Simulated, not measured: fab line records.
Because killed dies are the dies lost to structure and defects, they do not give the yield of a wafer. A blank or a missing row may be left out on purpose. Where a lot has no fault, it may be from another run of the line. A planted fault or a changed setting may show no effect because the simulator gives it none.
A lot that was struck, set against a sound lot :: flow n5_finfet :: 37 steps out of a route of 1938
Sound: these wafers, L505.2, L505.3, L505.5. Struck: wafers L510.2, L510.5, L510.6. The cause comes at the end.
Order at every step that has rows: each side's tool, ch and its chambers, its first start. Under that, the readings that differ: sound wafers :: struck wafers :: difference of the means :: sigmas: that difference in standard deviations of wafers without a fault.
alike: readings whose means differ by less than 2 such deviations, and words and numbers that are the same on both sides. not compared: withheld readings, readings that some wafer has no value for, bounds like >300 that may hide the same value, and numbers for which the record gives no deviation and whose values overlap.
Wherever a step has rows on one side only, a row that says differs or no value, or a row with sigmas, the two part there. Non-overlapping numbers with no deviation appear without sigmas and do not part them. Lack of a reading on every wafer of one side parts them only where that side has two or more wafers.

first, 9 steps without rows for these wafers: N5_BEOL_M4_ANNEAL_95 (time 240 s); N5_BEOL_M4_SPUTTER_96 (material Cu, target thk 4.5 nm, time 8.29 s); N5_BEOL_M4_ECD_50 (material Cu, target thk 300 nm); N5_BEOL_M4_ANNEAL_51 (time 90 s); N5_BEOL_M4_CMP_52 (polishes, stops on SiOC, t overpolish 6.8 s, target thk 40 nm); N5_BEOL_M4_PRE_CLEAN_60 (time 15 s); N5_BEOL_M4_CO_CAP_55 (material Co, precursor CCTBA/H2, target thk 2 nm, time 102.1 s); N5_BEOL_M4_PRE_CLEAN_56 (time 15 s); N5_BEOL_M4_DEP_57 (deposits SiCN from 3MS/NH3, target thk 8 nm, time 14 s).
N5_BEOL_M4_RC_MEAS_101:
  sound on prober-02 ch 0, day 9 15:51; struck on prober-01 ch 0, day 10 19:14
  alike: DIBL_N, DIBL_P, IOFF_N, IOFF_P, ION_N, ION_P, SS_N, SS_P, VT_N, VT_P
then, 24 steps without rows for these wafers: N5_BEOL_M5_ILD_DEP_00 (deposits SiCOH lowk from DEMS/porogen, target thk 140.64 nm, time 25.9 s); N5_BEOL_M5_CURE_79 (cures SiCOH lowk, time 240 s); N5_BEOL_M5_PECVD_70 (deposits SiO2 from TEOS/O2, target thk 16 nm, time 18 s); N5_BEOL_M5_HM_DEP_02 (deposits TiN, target thk 20 nm); N5_BEOL_M5_COAT_59 (time 60 s, resist thk 60 nm); N5_BEOL_M5_COAT_60 (time 60 s, resist thk 12 nm); N5_BEOL_M5_COAT_71 (time 60 s, resist thk 5 nm); N5_BEOL_M5_COAT_05 (resist thk 30 nm); N5_BEOL_M5_EBR_07; N5_BEOL_M5_SOFTBAKE_06 (time 60 s); N5_BEOL_M5_EXPOSE_08 (exposes mask M5, target cd 28 nm); N5_BEOL_M5_PEB_09 (peb time 60 s); N5_BEOL_M5_DEVELOP_10 (develop time 30 s); N5_BEOL_M5_DESCUM_16 (chemistry O2, time 7 s); N5_BEOL_M5_ETCH_72 (etches underlayer in N2/H2, target depth 6.5 nm, time 5.2 s); N5_BEOL_M5_ETCH_61 (etches SiARC in CF4, target depth 15.6 nm, time 26 s); N5_BEOL_M5_ETCH_62 (etches SOC in N2/H2, target depth 75 nm, overetch 15 nm, time 112.5 s); N5_BEOL_M5_STRIP_63 (strips in N2/H2); N5_BEOL_M5_STRIP_73 (strips in N2/H2); N5_BEOL_M5_STRIP_64 (strips in CF4); N5_BEOL_M5_HM_OPEN_17 (chemistry Cl2/BCl3, target TiN, target depth 20 nm, overetch 6 nm); N5_BEOL_M5_STRIP_19 (strips in O2); N5_BEOL_M5_COAT_65 (time 60 s, resist thk 60 nm); N5_BEOL_M5_COAT_66 (time 60 s, resist thk 12 nm).
-- the record jumps here: 3 days lie between the struck wafers' starts before and after (it left off in module BEOL_M5 and takes up again in module BEOL_M12, whose first step shown is number 1649 of the route) --
N5_BEOL_M12_SPUTTER_44: material Ta, target thk 10 nm, time 16.13 s.
  sound on pvd_sputter-02 at day 12 14:59; struck on pvd_sputter-02 at day 13 15:05
  no value came back on the struck wafers for bias_v (V), cathode_dc_power_W (W), susceptor_temp_C (C), throttle_valve_pct (%); on the sound wafers bias_v (V) reads 80.3 79.4 80.6
N5_BEOL_M12_CMP_49: polishes, stops on SiOC, t overpolish 20.6 s, target thk 320 nm.
  sound on cmp-02 ch 0,2,3, day 12 15:48; struck on cmp-04 ch 1,2,3, day 13 15:50
reading: barrier_field_endpoint_s (s)
sound: 29.5 28.6 29.5
struck: 16.8 17.4 17.0
difference: -12.1
sigmas: -12
  alike: motor_current_A
  not compared: model.Cu_of_BEOL_M12_ECD_47.thk_nm
N5_PASSIVATION_PROBE_49:
  record: rows for the struck wafers here (prober-01, day 15 02:11), none for the sound ones

== WHERE THEY PART ==
Earliest at N5_BEOL_M12_SPUTTER_44; latest, in this record, at N5_PASSIVATION_PROBE_49.

WHY: what had been put in by the simulator
Entire step skipped (pvd_sputter-02, N5_BEOL_M12_SPUTTER_44), from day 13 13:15 onward. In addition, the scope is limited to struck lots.
